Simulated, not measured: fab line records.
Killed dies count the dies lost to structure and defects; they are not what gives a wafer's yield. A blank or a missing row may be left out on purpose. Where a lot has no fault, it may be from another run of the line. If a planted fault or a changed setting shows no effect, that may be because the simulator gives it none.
fab line records	flow n5-finfet
record: lots: 10	wafers: 26	last-day: 19
route steps=1938 shown BEOL_M14@1717
lots untouched by any fault: they come from a run of this same line in which no faults occurred
start-h: the number of hours between the record's first day and the start of the first shown wafer of the lot	wait-h: time in hours since the lot's previous step	" same as the row above	L1.1+2: a row that stands for several wafers	- value missing, or start not given	* or withheld: withheld	< > ~ a bound
route shown NAME@n: NAME is a module with steps in the file, n the number in the route of the first one	usual: mean and standard deviation over wafers with no fault	same: alike in all rows	chamber/n: place in a boat	sites: per-site readings	_std_site: their standard deviation	_edge_site: the outer-site mean with the inner-site mean subtracted	radius-mm: how far each site lies from the wafer's centre	mask NAME#n: copy n	behind: the tool/chamber that last shaped the wafer	hold: what put the lot on hold/how long, in hours/how the hold closed	device: transistor that didn't switch, given as n, p or np	end of line: the same wafers' tests at the end of the route	a step with no rows: only its recipe	killed: at the first sort, the dies lost to defects and structure; wafer yield is something else	map: dies across one wafer; x = killed, . = not, _ = none there
set.NAME: the run value of the setting; set.NAME@STEP: its run value at that earlier step	model.NAME: the simulator's own value behind a step, which no gauge read
steps of the route over a sample of lots; a table a step, a row a wafer
services: from which hour (start-h, from the record's first day; less than 0 if before it) a tool's chamber was out of use, for how many hours, and why
== steps ==
step: N5_BEOL_M14_THK_MEAS_01
recipe: reads: SiO2_of_BEOL_M14_ILD_DEP_00
usual: M14_ILD_THK: 1119/15
lot.wafer	tool	chamber	start-h	wait-h	M14_ILD_THK[nm]
L489.2	film-metro-02	-	269.66	0.1	1124
L489.3	"	-	"	"	1091
L489.5	"	-	"	"	1137
L493.3	film-metro-02	-	296.14	0.1	1122
L493.5	"	-	"	"	1101
L492.1	film-metro-02	-	296.41	0.1	1116
L492.5	"	-	"	"	1144
L494.1	film-metro-01	-	306.11	0.1	1128
L494.4	"	-	"	"	1139
L494.6	"	-	"	"	1140
L498.1	film-metro-02	-	334.14	0.1	1108
L498.4	"	-	"	"	1123
L498.5	"	-	"	"	1133
L503.2	film-metro-01	-	363.47	0.1	1110
L503.3	"	-	"	"	1124
L504.3	film-metro-02	-	373.52	0.1	1123
L504.4	"	-	"	"	1115
L508.2	film-metro-01	-	377.09	0.1	1102
L508.3	"	-	"	"	1108
L508.5	"	-	"	"	1118
L510.1	film-metro-02	-	401.72	0.1	1104
L510.3	"	-	"	"	1129
L510.5	"	-	"	"	1112
L512.1	film-metro-02	-	437.59	0.1	1138
L512.3	"	-	"	"	1119
L512.5	"	-	"	"	1140
step: N5_BEOL_M14_DESCUM_33
recipe: chemistry: O2	time-s: 7.9	source-power-w: 50	bias-power-w: 20	pressure-mtorr: 20	rf-frequency-hz: 2.712e+07	temp-c: 40	o2-flow-sccm: 225
usual: drypump-motor-current-A: 5.5/0.35	oes-product-au: 0.80/0.055	rf-vpp-V: 243.4/1.4	showerhead-plenum-p-Torr: 2.11/0.08	throttle-valve-pct: 20.40/0.15
same: time-s: 7.9
lot.wafer	tool	chamber	start-h	wait-h	drypump-motor-current-A	oes-product-au	rf-hours-counter-h	rf-vpp-V	showerhead-plenum-p-Torr	throttle-valve-pct
L489.2	rie-diel-01	0	271.03	0.0	5.5	0.85	47	243.1	2.04	20.33
L489.3	"	3	"	"	4.9	0.86	64	244.7	2.13	20.26
L489.5	"	0	"	"	5.4	0.85	-	241.0	2.04	20.33
L493.3	rie-diel-03	1	297.38	0.0	5.3	0.83	73	245.7	2.24	20.25
L493.5	"	3	"	"	5.5	0.76	-	244.3	2.19	20.28
L492.1	rie-diel-01	2	297.80	0.2	6.0	0.92	24	244.5	2.22	20.34
L492.5	"	1	"	"	5.2	0.87	-	242.3	2.13	20.26
L494.1	rie-diel-04	1	307.35	0.0	6.5	0.82	90	241.6	2.02	20.69
L494.4	"	3	"	"	5.8	0.86	50	245.0	2.21	20.45
L494.6	"	3	"	"	5.9	0.86	-	245.9	2.21	20.43
L498.1	rie-diel-03	1	336.01	0.4	5.3	0.81	88	244.8	2.23	20.29
L498.4	"	2	"	"	5.6	0.71	173	242.2	1.99	20.58
L498.5	"	3	"	"	5.5	0.75	-	244.3	2.18	20.30
L503.2	rie-diel-01	3	364.81	0.1	4.9	0.82	98	244.1	2.11	20.30
L503.3	"	1	"	"	5.3	0.82	66	243.6	2.12	20.33
L504.3	rie-diel-01	0	374.86	0.0	5.5	0.81	84	243.1	2.03	20.40
L504.4	"	1	"	"	5.3	0.82	70	242.6	2.12	20.32
L508.2	rie-diel-04	0	378.46	0.0	5.1	0.83	53	242.7	2.06	20.57
L508.3	"	1	"	"	6.5	0.79	114	241.0	2.01	20.75
L508.5	"	1	"	"	6.5	0.80	-	242.9	2.01	20.74
L510.1	rie-diel-04	1	403.29	0.1	6.5	0.80	121	242.3	2.01	20.76
L510.3	"	2	"	"	5.4	0.76	157	241.4	2.08	20.20
L510.5	"	3	"	"	5.8	0.82	-	245.4	2.20	20.50
L512.1	rie-diel-04	3	439.59	0.1	5.9	0.81	96	244.8	2.19	20.55
L512.3	"	0	"	"	5.1	0.80	73	241.4	2.05	20.62
L512.5	"	2	"	"	5.4	0.73	-	243.1	2.08	20.21
step: N5_BEOL_M14_TRENCH_ETCH_34
recipe: chemistry: C4F8/O2/Ar	target: SiO2	target-depth-a: 5566.5	mask-material: SOC	he-inner-torr: 15	he-outer-torr: 30	time-s: 126.9	ion-energy-ev: 800	pressure-mtorr: 20	source-w: 1905	bias-w: 2040	Ar_flow_sccm: 400	C4F8_flow_sccm: 16	O2_flow_sccm: 12
usual: drypump-motor-current-A: 5.5/0.35	he-outer-torr: 30.00/0.064	mfc-ar-sccm: 400.0/1.2	oes-product-au: 0.80/0.059	rf-vpp-V: 2215/29	showerhead-plenum-p-Torr: 3.47/0.12	throttle-valve-pct: 30.90/0.2
same: time-s: 126.9
lot.wafer	tool	chamber	start-h	wait-h	drypump-motor-current-A	he-outer-torr	mfc-ar-sccm	oes-product-au	rf-hours-counter-h	rf-vpp-V	showerhead-plenum-p-Torr	throttle-valve-pct
L489.2	rie-diel-01	0	271.49	0.0	5.5	29.86	399.3	0.84	47	2242	3.37	31.04
L489.3	"	3	"	"	5.0	30.09	401.3	0.87	64	2201	3.48	30.66
L489.5	"	0	"	"	5.5	29.91	399.7	0.84	-	2244	3.37	31.03
L493.3	rie-diel-03	1	297.84	0.0	5.3	30.07	398.7	0.85	73	2221	3.63	30.75
L493.5	"	3	"	"	5.5	30.08	398.9	0.74	-	2181	3.57	30.59
L492.1	rie-diel-01	2	298.25	0.0	6.0	29.98	402.6	0.93	24	2189	3.64	31.07
L492.5	"	1	"	"	5.2	30.01	399.9	0.86	-	2218	3.50	30.78
L494.1	rie-diel-04	1	307.81	0.0	6.5	30.12	401.1	0.82	90	2243	3.35	31.42
L494.4	"	3	"	"	5.9	30.09	399.3	0.86	51	2182	3.61	30.96
L494.6	"	3	"	"	5.8	30.01	402.0	0.86	-	2185	3.61	30.96
L498.1	rie-diel-03	1	336.47	0.0	5.3	30.04	399.3	0.84	88	2221	3.62	30.78
L498.4	"	2	"	"	5.6	29.99	401.0	0.73	173	2186	3.30	31.10
L498.5	"	3	"	"	5.5	29.96	398.6	0.73	-	2181	3.57	30.62
L503.2	rie-diel-01	3	365.27	0.0	5.0	30.04	400.1	1.08	98	2200	3.46	31.07
L503.3	"	1	"	"	5.2	30.10	400.5	1.08	66	2216	3.48	31.16
L504.3	rie-diel-01	0	375.31	0.0	5.5	30.00	401.2	1.03	84	2240	3.35	31.41
L504.4	"	1	"	"	5.3	29.97	399.9	0.82	70	2217	3.48	30.81
L508.2	rie-diel-04	0	378.92	0.0	5.1	29.96	399.3	0.83	53	2214	3.37	31.09
L508.3	"	1	"	"	6.5	29.91	400.1	0.81	115	2241	3.34	31.47
L508.5	"	1	"	"	6.5	29.96	399.4	0.80	-	2241	3.34	31.46
L510.1	rie-diel-04	1	403.74	0.0	6.5	29.90	400.9	0.79	121	2241	3.33	31.43
L510.3	"	2	"	"	5.4	30.15	401.1	0.74	157	2212	3.44	30.70
L510.5	"	3	"	"	5.9	30.02	398.4	0.83	-	2183	3.59	31.00
L512.1	rie-diel-04	3	440.04	0.0	5.9	30.05	399.8	0.80	96	2180	3.59	31.02
L512.3	"	0	"	"	5.1	29.95	399.2	0.80	73	2214	3.36	31.08
L512.5	"	2	"	"	5.4	29.98	400.0	0.73	-	2212	3.43	30.70
step: N5_BEOL_M14_OCD_MEAS_35
usual: trench-depth-nm: 560/15
lot.wafer	tool	chamber	start-h	wait-h	trench-depth-nm
L489.2	ocd-02	-	271.64	0.0	565
L489.3	"	-	"	"	574
L489.5	"	-	"	"	563
L493.3	ocd-02	-	297.99	0.0	572
L493.5	"	-	"	"	534
L492.1	ocd-01	-	298.41	0.0	576
L492.5	"	-	"	"	572
L494.1	ocd-01	-	307.96	0.0	567
L494.4	"	-	"	"	564
L494.6	"	-	"	"	565
L498.1	ocd-02	-	336.62	0.0	577
L498.4	"	-	"	"	568
L498.5	"	-	"	"	539
L503.2	ocd-02	-	365.43	0.0	847
L503.3	"	-	"	"	849
L504.3	ocd-02	-	375.48	0.0	823
L504.4	"	-	"	"	565
L508.2	ocd-02	-	379.07	0.0	567
L508.3	"	-	"	"	576
L508.5	"	-	"	"	574
L510.1	ocd-01	-	403.90	0.0	568
L510.3	"	-	"	"	534
L510.5	"	-	"	"	569
L512.1	ocd-02	-	440.20	0.0	563
L512.3	"	-	"	"	558
L512.5	"	-	"	"	532
step: N5_BEOL_M14_SPUTTER_45
recipe: material: Cu	target-thk-a: 1000	temp-c: -20	bias-v: 60	power-w: 26000	chamber-pressure-pa: 0.13	time-s: 16.67
usual: chamber-pressure-pa: 0.13001/0.00026	chuck-gas-flow-sccm: 1.28/0.056	substrate-temp-c: -20.01/0.12	throttle-valve-pct: 30.0/1.1
same: time-s: 16.67
lot.wafer	tool	chamber	start-h	wait-h	chamber-pressure-pa	chuck-gas-flow-sccm	substrate-temp-c	throttle-valve-pct
L489.2	pvd-sputter-03	-	275.89	0.0	0.12987	1.25	-19.81	29.3
L489.3	"	-	"	"	0.12979	1.19	-19.95	31.1
L489.5	"	-	"	"	0.12959	1.33	-19.80	29.0
L493.3	pvd-sputter-03	-	298.84	0.0	0.13016	1.25	-20.05	30.8
L493.5	"	-	"	"	0.13021	1.26	-19.91	30.2
L492.1	pvd-sputter-03	-	299.16	0.0	0.13001	1.34	-20.13	30.6
L492.5	"	-	"	"	0.12985	1.34	-20.00	30.5
L494.1	pvd-sputter-03	-	314.83	0.0	0.12975	1.33	-19.88	30.3
L494.4	"	-	"	"	0.12998	1.33	-19.96	28.9
L494.6	"	-	"	"	0.12954	1.27	-19.77	30.3
L498.1	pvd-sputter-03	-	339.50	0.0	0.12968	1.28	-20.00	30.2
L498.4	"	-	"	"	0.12961	1.21	-19.99	29.2
L498.5	"	-	"	"	0.12981	1.25	-19.98	30.9
L503.2	pvd-sputter-01	-	366.04	0.0	0.12997	1.22	-19.91	30.7
L503.3	"	-	"	"	0.12984	1.24	-19.92	29.8
L504.3	pvd-sputter-02	-	380.56	0.0	0.13009	1.31	-19.80	30.1
L504.4	"	-	"	"	0.12994	1.27	-20.05	31.6
L508.2	pvd-sputter-02	-	390.93	0.0	0.1297	1.19	-19.99	30.0
L508.3	"	-	"	"	0.12999	1.19	-20.07	29.5
L508.5	"	-	"	"	0.13026	1.28	-20.14	31.7
L510.1	pvd-sputter-03	-	411.88	0.0	0.1304	1.29	-19.94	30.9
L510.3	"	-	"	"	0.12995	1.34	-20.01	29.1
L510.5	"	-	"	"	0.12987	1.30	-20.06	29.0
L512.1	pvd-sputter-03	-	441.74	0.0	0.1303	1.24	-20.01	30.1
L512.3	"	-	"	"	0.13022	1.26	-20.12	29.2
L512.5	"	-	"	"	0.13038	1.23	-19.90	29.2
step: N5_BEOL_M14_THK_MEAS_50
recipe: thk-meas-gauge: xrf	reads: Cu_of_BEOL_M14_ECD_47
usual: M14_THK: 584/16
lot.wafer	tool	chamber	start-h	wait-h	M14_THK[nm]
L489.2	film-metro-02	-	276.80	-	595
L489.3	"	-	"	"	601
L489.5	"	-	"	"	594
L493.3	film-metro-02	-	299.74	-	595
L493.5	"	-	"	"	551
L492.1	film-metro-01	-	300.07	-	604
L492.5	"	-	"	"	595
L494.1	film-metro-02	-	315.73	-	589
L494.4	"	-	"	"	588
L494.6	"	-	"	"	590
L498.1	film-metro-02	-	340.40	-	606
L498.4	"	-	"	"	595
L498.5	"	-	"	"	563
L503.2	film-metro-01	-	366.95	-	896
L503.3	"	-	"	"	896
L504.3	film-metro-02	-	381.46	-	872
L504.4	"	-	"	"	592
L508.2	film-metro-01	-	391.82	-	592
L508.3	"	-	"	"	600
L508.5	"	-	"	"	595
L510.1	film-metro-01	-	412.86	-	599
L510.3	"	-	"	"	562
L510.5	"	-	"	"	597
L512.1	film-metro-02	-	442.64	-	588
L512.3	"	-	"	"	583
L512.5	"	-	"	"	556
step: N5_BEOL_M14_RS_MEAS_54
recipe: thk-meas-gauge: four-point-probe	reads: Cu_of_BEOL_M14_ECD_47+Ta_of_BEOL_M14_SPUTTER_44+TaN_of_BEOL_M14_SPUTTER_43
usual: M14_RS: 0.0330/0.00089
lot.wafer	tool	chamber	start-h	wait-h	M14_RS[ohm/sq]
L489.2	film-metro-02	-	276.93	0.1	0.0325
L489.3	"	-	"	"	0.0321
L489.5	"	-	"	"	0.0327
L493.3	film-metro-02	-	299.87	0.1	0.0321
L493.5	"	-	"	"	0.0346
L492.1	film-metro-02	-	300.24	0.0	0.0319
L492.5	"	-	"	"	0.0322
L494.1	film-metro-02	-	315.85	0.0	0.0326
L494.4	"	-	"	"	0.0328
L494.6	"	-	"	"	0.0327
L498.1	film-metro-02	-	340.53	0.0	0.0318
L498.4	"	-	"	"	0.0325
L498.5	"	-	"	"	0.0343
L503.2	film-metro-01	-	367.10	0.1	0.0217
L503.3	"	-	"	"	0.0216
L504.3	film-metro-01	-	381.59	0.1	0.0224
L504.4	"	-	"	"	0.0328
L508.2	film-metro-01	-	391.96	0.1	0.0326
L508.3	"	-	"	"	0.0321
L508.5	"	-	"	"	0.0322
L510.1	film-metro-02	-	412.99	0.0	0.0325
L510.3	"	-	"	"	0.0347
L510.5	"	-	"	"	0.0323
L512.1	film-metro-01	-	442.77	0.1	0.0328
L512.3	"	-	"	"	0.0331
L512.5	"	-	"	"	0.0348
== services ==
tool	chamber	start-h	hours	kind
pvd-sputter-01	-	264.67	2.1	repair
rie-diel-01	1	287.24	4.2	repair
rie-diel-03	3	307.29	5.7	repair
rie-diel-04	2	323.48	19.8	repair
rie-diel-03	1	365.16	4.2	repair
rie-diel-01	-	366.85	0.9	repair
rie-diel-03	2	375.72	4.9	repair
rie-diel-04	-	381.01	2.8	pm
== key ==
first-sign: step: N5_BEOL_M14_TRENCH_ETCH_34	reading: oes-product-au	direction: up	sigmas: 4.4	usual: 0.80	struck: 1.06
effect: step: N5_BEOL_M14_OCD_MEAS_35	reading: trench-depth-nm	direction: up	sigmas: 19	usual: 560	struck: 840
effect: step: N5_BEOL_M14_THK_MEAS_50	reading: M14_THK	direction: up	sigmas: 19	usual: 584	struck: 888
effect: step: N5_BEOL_M14_RS_MEAS_54	reading: M14_RS	direction: down	sigmas: 13	usual: 0.0330	struck: 0.0219
met-at N5_BEOL_M14_TRENCH_ETCH_34
struck-lots L503,L504
struck-wafers L503.2,L503.3,L504.3
not-acting-at N5_BEOL_M14_THK_MEAS_01,N5_BEOL_M14_DESCUM_33,N5_BEOL_M14_SPUTTER_45
onset-between 298.25 365.27
fault: kind: process-parameter-drift	tool: rie-diel-01	chamber: -	onset-h: 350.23	steps: N5_BEOL_M14_TRENCH_ETCH_34	channel: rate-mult	offset: 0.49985	shape: step	end-h: 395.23	scope: struck-wafers-only
